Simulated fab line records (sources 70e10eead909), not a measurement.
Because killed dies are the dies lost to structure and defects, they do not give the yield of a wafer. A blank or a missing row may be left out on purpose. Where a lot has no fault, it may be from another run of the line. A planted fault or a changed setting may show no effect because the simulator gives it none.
Which of the tools did it? ; flow nand_harc ; 14 lots, 42 wafers sampled, at 5 steps of a route of 1302

== WHAT EACH GAUGE READ, for each wafer ==
NHARC_THIN_TSV_CD_MEAS_12: the cd target is 1000 nm. Usual: cd_nm 1001.7 nm, standard deviation 1.6.
lot;measured;on;cd_nm (nm);flag
L240;day 23 16:35;cd_sem-01;1002.2 1004.0 1001.7;
L243;day 24 11:36;cd_sem-03;1001.1 1001.6 1001.8;
L244;day 25 08:10;cd_sem-03;1001.7 1002.5 1001.0;
L245;day 25 09:22;cd_sem-03;1000.0 1000.1 999.1;
L247;day 26 02:58;cd_sem-01;999.5 999.5 1003.2;
L246;day 26 04:11;cd_sem-03;1002.8 1003.9 1002.8;
L248;day 26 21:11;cd_sem-03;1003.7 1003.1 1000.7;
L251;day 27 20:48;cd_sem-02;1001.5 1005.0 1000.6;
L253;day 29 02:02;cd_sem-01;1001.7 1003.2 1003.2;
L255;day 29 22:46;cd_sem-01;1002.8 1004.9 1002.6;
L258;day 30 10:24;cd_sem-02;998.8 1002.6 1001.4;
L260;day 32 02:26;cd_sem-02;1001.2 1001.3 1000.5;
L261;day 32 11:38;cd_sem-02;1000.6 998.4 999.4;
L262;day 33 10:46;cd_sem-03;1003.0 1003.9 1001.5;

NHARC_END_SORT_01. Usual: killed_at_array 57, standard deviation 19; killed_at_other 0.9, standard deviation 1.1; killed_at_periphery 4.0, standard deviation 2.6; killed_dies 62, standard deviation 19; killed_open 3.3, standard deviation 1.8; killed_short 2.4, standard deviation 1.7.
lot;measured;on;killed_at_array;killed_at_other;killed_at_periphery;killed_dies;killed_open;killed_short;flag
L248;day 27 12:47;prober-01;51 58 49;2 0 1;0 2 0;53 60 50;2 3 2;0 6 2;
L251;day 28 13:14;prober-01;41 31 44;2 0 0;3 0 5;46 31 49;3 1 4;6 2 2;
L253;day 29 15:41;prober-01;112 128 129;0 1 1;3 5 5;115 134 135;2 5 0;0 4 1;OFF
L255;day 30 14:55;prober-02;160 155 149;1 1 0;1 1 4;162 157 153;1 2 7;4 1 1;OFF

== WHICH TOOL RAN EACH LOT (tool, then ch and the chambers of the sampled wafers, then the start) ==
lot;NHARC_A_CONTACT_ETCH_114;NHARC_THIN_TSV_ETCH_15;NHARC_THIN_TSV_PRE_CLEAN_54
L240;har_cap_etch-01 ch 0,1, day 21 08:49;rie_si-01 ch 1,2, day 23 17:25;pvd_sputter-02, day 23 21:25
L243;har_cap_etch-02 ch 1, day 22 00:25;rie_si-04 ch 1,2, day 24 12:25;pvd_sputter-03, day 24 16:32
L244;har_cap_etch-01 ch 0,1, day 23 00:49;rie_si-04 ch 0,2,3, day 25 08:59;pvd_sputter-02, day 25 13:01
L245;har_cap_etch-03 ch 0,1, day 23 04:16;rie_si-02 ch 0,1,2, day 25 10:11;pvd_sputter-02, day 25 14:12
L247;har_cap_etch-02 ch 0,1, day 23 19:47;rie_si-01 ch 0,1,2, day 26 03:48;pvd_sputter-02, day 26 07:49
L246;har_cap_etch-03 ch 0,1, day 23 21:23;rie_si-04 ch 1,2, day 26 05:00;pvd_sputter-03, day 26 09:02
L248;har_cap_etch-03 ch 0,1, day 24 16:03;rie_si-01 ch 1,2,3, day 26 22:01;pvd_sputter-01, day 27 02:06
L251;har_cap_etch-03 ch 0,1, day 25 17:21;rie_si-01 ch 0,1,3, day 27 21:39;pvd_sputter-03, day 28 01:40
L253;har_cap_etch-03 ch 0,1, day 26 23:47;rie_si-02 ch 0,2,3, day 29 02:53;pvd_sputter-01, day 29 06:52
L255;har_cap_etch-03 ch 1, day 27 13:07;rie_si-04 ch 0,1,3, day 29 23:35;pvd_sputter-03, day 30 03:47
L258;har_cap_etch-01 ch 1, day 27 23:43;rie_si-01 ch 1,3, day 30 11:14;pvd_sputter-01, day 30 15:18
L260;har_cap_etch-03 ch 0,1, day 29 16:20;rie_si-01 ch 1,2, day 32 03:15;pvd_sputter-01, day 32 07:16
L261;har_cap_etch-01 ch 0,1, day 30 01:54;rie_si-01 ch 2,3, day 32 12:26;pvd_sputter-03, day 32 16:47
L262;har_cap_etch-03 ch 0,1, day 31 03:05;rie_si-04 ch 0,1,2, day 33 11:36;pvd_sputter-03, day 33 15:37
- NHARC_A_CONTACT_ETCH_114: etches the open film in C4F8/O2/Ar, time 190 s, target depth 1850 nm.
- NHARC_THIN_TSV_ETCH_15: target depth 3000 nm, bosch target overetch cycles 2, bosch etch step 2.8 s.
- NHARC_THIN_TSV_PRE_CLEAN_54: time 30 s.

== AS READ BY THE TOOLS THEMSELVES (means over the sampled wafers that have a number; for cases with no such wafer, the mark the record gives instead) ==
NHARC_THIN_TSV_ETCH_15. Usual: drypump_motor_current_A 6.0 A, standard deviation 0.56.
lot;tool;drypump_motor_current_A (A);flag
L240;rie_si-01;6.8;
L243;rie_si-04;5.8;
L244;rie_si-04;5.7;
L245;rie_si-02;5.7;
L247;rie_si-01;6.6;
L246;rie_si-04;5.8;
L248;rie_si-01;6.4;
L251;rie_si-01;6.2;
L253;rie_si-02;6.0;
L255;rie_si-04;5.7;
L258;rie_si-01;6.3;
L260;rie_si-01;6.8;
L261;rie_si-01;5.9;
L262;rie_si-04;5.6;

NHARC_THIN_TSV_PRE_CLEAN_54. Usual: heater_power_w 389 W, standard deviation 50.
lot;tool;heater_power_w (W);flag
L240;pvd_sputter-02;366;
L243;pvd_sputter-03;424;
L244;pvd_sputter-02;385;
L245;pvd_sputter-02;365;
L247;pvd_sputter-02;362;
L246;pvd_sputter-03;425;
L248;pvd_sputter-01;361;
L251;pvd_sputter-03;391;
L253;pvd_sputter-01;352;
L255;pvd_sputter-03;397;
L258;pvd_sputter-01;368;
L260;pvd_sputter-01;369;
L261;pvd_sputter-03;391;
L262;pvd_sputter-03;396;

== THE ANSWER, worked out from the rows above alone ==
Rule: a lot is off if the mean of its wafers that have a number lies more than 3 standard deviations from the usual mean. Also off: a lot with no number at a reading for which 4 or more lots have one. Where the step has rows for the other lots, those lots are counted as sound. The gauges are gone through in route order, then the tools' own readings, and for those a lot's mean is taken as printed above. At the first step where some lot is off, the reading lying furthest off is the one used; lots without a number count as furthest.
Off, at NHARC_END_SORT_01 on killed_at_array: L253, L255. Neither off nor sound, because the step has no rows for them: L240, L243, L244, L245, L247, L246, L258, L260, L261, L262.
A tool fits if, at a process step before that reading, it ran every lot that is off, and no sound lot after the first of them. Gauges at NHARC_END_SORT_01: tried the same way as those tools. One candidate fits, namely har_cap_etch-03 at NHARC_A_CONTACT_ETCH_114. Its last sound lot is L251 (day 25 17:21), its first lot that is off L253 (day 26 23:47): a fault that began between those two fits.

== WHAT THE SIMULATOR PUT IN ==
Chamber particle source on har_cap_etch-03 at NHARC_A_CONTACT_ETCH_114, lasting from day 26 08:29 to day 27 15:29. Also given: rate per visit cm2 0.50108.
Lots struck among those shown: L253, L255. Same finding as the rule above.
